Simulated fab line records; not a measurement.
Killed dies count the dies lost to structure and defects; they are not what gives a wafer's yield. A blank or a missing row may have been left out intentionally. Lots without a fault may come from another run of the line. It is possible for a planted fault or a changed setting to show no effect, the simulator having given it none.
Split-lot trial :: flow n5_finfet :: 21 wafers read from 7 lots, route of 1938 steps

THE SPLIT
At N5_BEOL_M5_EXPOSE_08 (exposes mask M5, target cd 28 nm), the setting dose_mj was moved away from the recipe's 35.75 on 8 of the 21 wafers read, by -6.1% to +7.0%. The other wafers ran this setting at the recipe's value.

FROM THE SPLIT TO THE READING: what the file shows between them, 16 steps
- N5_BEOL_M5_PEB_09: peb time 60 s
- N5_BEOL_M5_DEVELOP_10: develop time 30 s
- N5_BEOL_M5_CD_MEAS_11: target cd 27.74 nm
- N5_BEOL_M5_DESCUM_16: chemistry O2, time 7 s
- N5_BEOL_M5_ETCH_72: etches underlayer in N2/H2, target depth 6.5 nm, time 5.2 s
- N5_BEOL_M5_ETCH_61: etches SiARC in CF4, target depth 15.6 nm, time 26 s
- N5_BEOL_M5_ETCH_62: etches SOC in N2/H2, target depth 75 nm, overetch 15 nm, time 112.5 s
- N5_BEOL_M5_STRIP_63: strips in N2/H2
- N5_BEOL_M5_STRIP_73: strips in N2/H2
- N5_BEOL_M5_HM_OPEN_17: chemistry Cl2/BCl3, target TiN, target depth 20 nm, overetch 6 nm
- N5_BEOL_M5_STRIP_19: strips in O2
- N5_BEOL_M5_CD_MEAS_18: pitch 56 nm, target cd 28 nm
- N5_BEOL_M5_COAT_65: time 60 s, resist thk 60 nm
- N5_BEOL_M5_COAT_66: time 60 s, resist thk 12 nm
- N5_BEOL_M5_PRECLEAN_42: cleans in residue remover, time 60 s
- N5_BEOL_M5_SRD_43: time 30 s

THE READING
cd_nm, in nm, at N5_BEOL_M5_CD_MEAS_35 (target cd 28 nm, target cd y 24 nm). Fault-free wafers of this fab line usually give 28.0 nm, standard deviation 0.45 nm.

wafer: L074.2
tool, chamber at the split: euv_scanner-02, 0
dose_mj as run: 35.75
against the recipe: recipe
cd_nm, nm: 27.8
against lot-mates on the recipe: -

wafer: L074.3
tool, chamber at the split: euv_scanner-02, 0
dose_mj as run: 35.75
against the recipe: recipe
cd_nm, nm: 28.0
against lot-mates on the recipe: -

wafer: L074.5
tool, chamber at the split: euv_scanner-02, 0
dose_mj as run: 33.57
against the recipe: -6.1%
cd_nm, nm: 26.1
against lot-mates on the recipe: -1.8

wafer: L082.2
tool, chamber at the split: euv_scanner-02, 0
dose_mj as run: 37.51
against the recipe: +4.9%
cd_nm, nm: 28.8
against lot-mates on the recipe: +0.9

wafer: L082.4
tool, chamber at the split: euv_scanner-02, 0
dose_mj as run: 35.75
against the recipe: recipe
cd_nm, nm: 27.4
against lot-mates on the recipe: -

wafer: L082.6
tool, chamber at the split: euv_scanner-02, 0
dose_mj as run: 35.75
against the recipe: recipe
cd_nm, nm: 28.5
against lot-mates on the recipe: -

wafer: L083.2
tool, chamber at the split: euv_scanner-01, 0
dose_mj as run: 35.75
against the recipe: recipe
cd_nm, nm: 27.8
against lot-mates on the recipe: -

wafer: L083.4
tool, chamber at the split: euv_scanner-01, 0
dose_mj as run: 35.75
against the recipe: recipe
cd_nm, nm: 28.1
against lot-mates on the recipe: -

wafer: L083.6
tool, chamber at the split: euv_scanner-01, 0
dose_mj as run: 37.06
against the recipe: +3.7%
cd_nm, nm: 29.1
against lot-mates on the recipe: +1.1

wafer: L089.3
tool, chamber at the split: euv_scanner-01, 0
dose_mj as run: 35.75
against the recipe: recipe
cd_nm, nm: 28.7
against lot-mates on the recipe: -

wafer: L089.4
tool, chamber at the split: euv_scanner-01, 0
dose_mj as run: 35.75
against the recipe: recipe
cd_nm, nm: 28.6
against lot-mates on the recipe: -

wafer: L089.5
tool, chamber at the split: euv_scanner-01, 0
dose_mj as run: 35.75
against the recipe: recipe
cd_nm, nm: 28.4
against lot-mates on the recipe: -

wafer: L087.2
tool, chamber at the split: euv_scanner-01, 0
dose_mj as run: 38.27
against the recipe: +7.0%
cd_nm, nm: 29.7
against lot-mates on the recipe: +2.9

wafer: L087.5
tool, chamber at the split: euv_scanner-01, 0
dose_mj as run: 38.27
against the recipe: +7.0%
cd_nm, nm: 28.9
against lot-mates on the recipe: +2.1

wafer: L087.6
tool, chamber at the split: euv_scanner-01, 0
dose_mj as run: 35.75
against the recipe: recipe
cd_nm, nm: 26.8
against lot-mates on the recipe: -

wafer: L091.2
tool, chamber at the split: euv_scanner-02, 0
dose_mj as run: 38.09
against the recipe: +6.5%
cd_nm, nm: 28.7
against lot-mates on the recipe: no lot-mate on the recipe

wafer: L091.3
tool, chamber at the split: euv_scanner-02, 0
dose_mj as run: 38.09
against the recipe: +6.5%
cd_nm, nm: 29.1
against lot-mates on the recipe: no lot-mate on the recipe

wafer: L091.4
tool, chamber at the split: euv_scanner-02, 0
dose_mj as run: 38.09
against the recipe: +6.5%
cd_nm, nm: 29.4
against lot-mates on the recipe: no lot-mate on the recipe

wafer: L095.1
tool, chamber at the split: euv_scanner-01, 0
dose_mj as run: 35.75
against the recipe: recipe
cd_nm, nm: 28.0
against lot-mates on the recipe: -

wafer: L095.5
tool, chamber at the split: euv_scanner-01, 0
dose_mj as run: 35.75
against the recipe: recipe
cd_nm, nm: 28.5
against lot-mates on the recipe: -

wafer: L095.6
tool, chamber at the split: euv_scanner-01, 0
dose_mj as run: 35.75
against the recipe: recipe
cd_nm, nm: 27.5
against lot-mates on the recipe: -

THE FIT
A straight line over all 21 wafers: cd_nm changes by +0.202 nm for each +1% of dose_mj; r = +0.82; the points scatter about the line by 0.51 nm.
The same after taking each lot's own level away (the mean of its wafers on the recipe; 18 wafers): +0.314 nm for each +1%; r = +0.94; scatter 0.37 nm.
According to that fit, moving dose_mj by its largest amount changes the reading by 2.2 nm.
Measured against the standard deviation above, the lots' own levels, which go from 26.80 to 28.57 nm, span 3.9 times it.
So the lot-to-lot level changes the slope: the two fits differ.
Check: with one of the wafers moved furthest among these (+7.0%) left out of the fit, the line predicts +1.93 nm for it against its lot-mates. Against them it came out at +2.9 nm.

THESE WAFERS: OTHER SPLITS
Note: prior to the reading, these wafers also went through further splits. Each is held against what the fit with the lots' levels taken away leaves over:
other split on the same wafers: N5_BEOL_M3_COAT_73 temp_c
wafers away from the commonest value: 7
r with cd_nm (lot level and that fit taken away): +0.15

other split on the same wafers: N5_BEOL_M4_COAT_05 spin_rpm
wafers away from the commonest value: 7
r with cd_nm (lot level and that fit taken away): -0.06

other split on the same wafers: N5_BEOL_M4_ETCH_64 bias_w
wafers away from the commonest value: 9
r with cd_nm (lot level and that fit taken away): -0.55

THE WHOLE CHAIN: every reading that the file lists as answering this split, in the file's order
step: N5_BEOL_M5_CD_MEAS_11
what it does: target cd 27.74 nm
reading: cd_nm
change (the file's fit): +0.251 nm for each +1% of the setting
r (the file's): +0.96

step: N5_BEOL_M5_DESCUM_16
what it does: chemistry O2, time 7 s
reading: BEOL_M5.cd_nm (the simulator's own value, which no gauge read)
change (the file's fit): +0.226 nm for each +1% of the setting
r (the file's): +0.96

step: N5_BEOL_M5_ETCH_72
what it does: etches underlayer in N2/H2, target depth 6.5 nm, time 5.2 s
reading: BEOL_M5.cd_nm (the simulator's own value, which no gauge read)
change (the file's fit): +0.247 nm for each +1% of the setting
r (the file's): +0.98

step: N5_BEOL_M5_ETCH_61
what it does: etches SiARC in CF4, target depth 15.6 nm, time 26 s
reading: BEOL_M5.cd_nm (the simulator's own value, which no gauge read)
change (the file's fit): +0.244 nm for each +1% of the setting
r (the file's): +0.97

step: N5_BEOL_M5_ETCH_62
what it does: etches SOC in N2/H2, target depth 75 nm, overetch 15 nm, time 112.5 s
reading: BEOL_M5.cd_nm (the simulator's own value, which no gauge read)
change (the file's fit): +0.26 nm for each +1% of the setting
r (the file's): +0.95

step: N5_BEOL_M5_CD_MEAS_18
what it does: pitch 56 nm, target cd 28 nm
reading: cd_nm
change (the file's fit): +0.283 nm for each +1% of the setting
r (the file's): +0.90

step: N5_BEOL_M5_CD_MEAS_35
what it does: target cd 28 nm, target cd y 24 nm
reading: cd_nm
change (the file's fit): +0.294 nm for each +1% of the setting
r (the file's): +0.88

THE FILE'S OWN FIT
cd_nm changes by +0.294 nm for each +1% of dose_mj, r = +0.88.
